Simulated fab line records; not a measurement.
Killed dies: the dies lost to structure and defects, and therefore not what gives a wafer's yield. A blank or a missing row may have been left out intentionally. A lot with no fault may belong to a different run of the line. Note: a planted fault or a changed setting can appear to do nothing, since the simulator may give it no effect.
Matching of chambers / flow n5_finfet / rie_diel-06 running N5_SDB_ETCH_25: 4 sister chambers
The step etches SiO2 in C4F6/O2, target depth 10 nm, time 3.3 s. 18 wafers are shown with their chamber, then 9 later ones without.

EACH WAFER AND ITS CHAMBER
wafer=L074.2; chamber=1; showerhead_plenum_p_Torr (Torr)=2.78; drypump_motor_current_A (A)=4.9; throttle_valve_pct (%)=21.56
wafer=L074.4; chamber=3; showerhead_plenum_p_Torr (Torr)=2.74; drypump_motor_current_A (A)=5.4; throttle_valve_pct (%)=21.40
wafer=L074.6; chamber=1; showerhead_plenum_p_Torr (Torr)=2.78; drypump_motor_current_A (A)=4.9; throttle_valve_pct (%)=21.58
wafer=L075.1; chamber=0; showerhead_plenum_p_Torr (Torr)=2.89; drypump_motor_current_A (A)=5.6; throttle_valve_pct (%)=21.31
wafer=L075.4; chamber=2; showerhead_plenum_p_Torr (Torr)=2.71; drypump_motor_current_A (A)=6.6; throttle_valve_pct (%)=21.08
wafer=L075.6; chamber=0; showerhead_plenum_p_Torr (Torr)=2.89; drypump_motor_current_A (A)=5.6; throttle_valve_pct (%)=21.32
wafer=L076.3; chamber=3; showerhead_plenum_p_Torr (Torr)=2.74; drypump_motor_current_A (A)=5.4; throttle_valve_pct (%)=21.41
wafer=L076.5; chamber=1; showerhead_plenum_p_Torr (Torr)=2.78; drypump_motor_current_A (A)=4.9; throttle_valve_pct (%)=21.57
wafer=L076.6; chamber=2; showerhead_plenum_p_Torr (Torr)=2.71; drypump_motor_current_A (A)=6.7; throttle_valve_pct (%)=21.09
wafer=L077.2; chamber=3; showerhead_plenum_p_Torr (Torr)=2.74; drypump_motor_current_A (A)=5.4; throttle_valve_pct (%)=21.41
wafer=L077.4; chamber=1; showerhead_plenum_p_Torr (Torr)=2.78; drypump_motor_current_A (A)=4.8; throttle_valve_pct (%)=21.58
wafer=L077.5; chamber=2; showerhead_plenum_p_Torr (Torr)=2.71; drypump_motor_current_A (A)=6.6; throttle_valve_pct (%)=21.11
wafer=L080.2; chamber=3; showerhead_plenum_p_Torr (Torr)=2.73; drypump_motor_current_A (A)=5.5; throttle_valve_pct (%)=21.43
wafer=L080.3; chamber=1; showerhead_plenum_p_Torr (Torr)=2.78; drypump_motor_current_A (A)=4.9; throttle_valve_pct (%)=21.61
wafer=L080.6; chamber=0; showerhead_plenum_p_Torr (Torr)=2.89; drypump_motor_current_A (A)=5.6; throttle_valve_pct (%)=21.31
wafer=L081.3; chamber=2; showerhead_plenum_p_Torr (Torr)=2.71; drypump_motor_current_A (A)=6.6; throttle_valve_pct (%)=21.11
wafer=L081.5; chamber=1; showerhead_plenum_p_Torr (Torr)=2.77; drypump_motor_current_A (A)=4.9; throttle_valve_pct (%)=21.60
wafer=L081.6; chamber=0; showerhead_plenum_p_Torr (Torr)=2.89; drypump_motor_current_A (A)=5.6; throttle_valve_pct (%)=21.33

SIGNATURES, as means of the wafers listed above
reading=showerhead_plenum_p_Torr; chamber 0=2.8900; chamber 1=2.7783; chamber 2=2.7100; chamber 3=2.7375; scatter within a chamber=0.00336
reading=drypump_motor_current_A; chamber 0=5.600; chamber 1=4.883; chamber 2=6.625; chamber 3=5.425; scatter within a chamber=0.0408
reading=throttle_valve_pct; chamber 0=21.3175; chamber 1=21.5833; chamber 2=21.0975; chamber 3=21.4125; scatter within a chamber=0.015
Rule: a wafer lies at a distance from a chamber equal to the root of the sum of squares, over the readings, of (its reading less the chamber's mean, divided by the reading's scatter). The wafer belongs to the nearest chamber; if the next one is less than 2 further off, it can't be placed. The scatter: take each reading less its chamber's mean, square it, sum over the shown wafers, divide by the number of wafers less the number of chambers, and take the root.

WAFERS WITH NO CHAMBER GIVEN
wafer=L083.4; showerhead_plenum_p_Torr (Torr)=2.73; drypump_motor_current_A (A)=5.5; throttle_valve_pct (%)=21.42
wafer=L083.5; showerhead_plenum_p_Torr (Torr)=2.89; drypump_motor_current_A (A)=5.6; throttle_valve_pct (%)=21.32
wafer=L083.6; showerhead_plenum_p_Torr (Torr)=2.73; drypump_motor_current_A (A)=5.5; throttle_valve_pct (%)=21.42
wafer=L092.2; showerhead_plenum_p_Torr (Torr)=2.76; drypump_motor_current_A (A)=4.9; throttle_valve_pct (%)=21.62
wafer=L092.3; showerhead_plenum_p_Torr (Torr)=2.88; drypump_motor_current_A (A)=5.6; throttle_valve_pct (%)=21.35
wafer=L092.6; showerhead_plenum_p_Torr (Torr)=2.70; drypump_motor_current_A (A)=6.6; throttle_valve_pct (%)=21.14
wafer=L094.1; showerhead_plenum_p_Torr (Torr)=2.69; drypump_motor_current_A (A)=6.7; throttle_valve_pct (%)=21.15
wafer=L094.5; showerhead_plenum_p_Torr (Torr)=2.72; drypump_motor_current_A (A)=5.4; throttle_valve_pct (%)=21.47
wafer=L094.6; showerhead_plenum_p_Torr (Torr)=2.88; drypump_motor_current_A (A)=5.6; throttle_valve_pct (%)=21.35

EACH ONE'S CHAMBER
wafer=L083.4; from the rows above=3; in truth=3
wafer=L083.5; from the rows above=0; in truth=0
wafer=L083.6; from the rows above=3; in truth=3
wafer=L092.2; from the rows above=1; in truth=1
wafer=L092.3; from the rows above=0; in truth=0
wafer=L092.6; from the rows above=2; in truth=2
wafer=L094.1; from the rows above=2; in truth=2
wafer=L094.5; from the rows above=3; in truth=3
wafer=L094.6; from the rows above=0; in truth=0
9 of 9 placed correctly. Can't be placed from these rows: 0. Placed wrongly: 0.
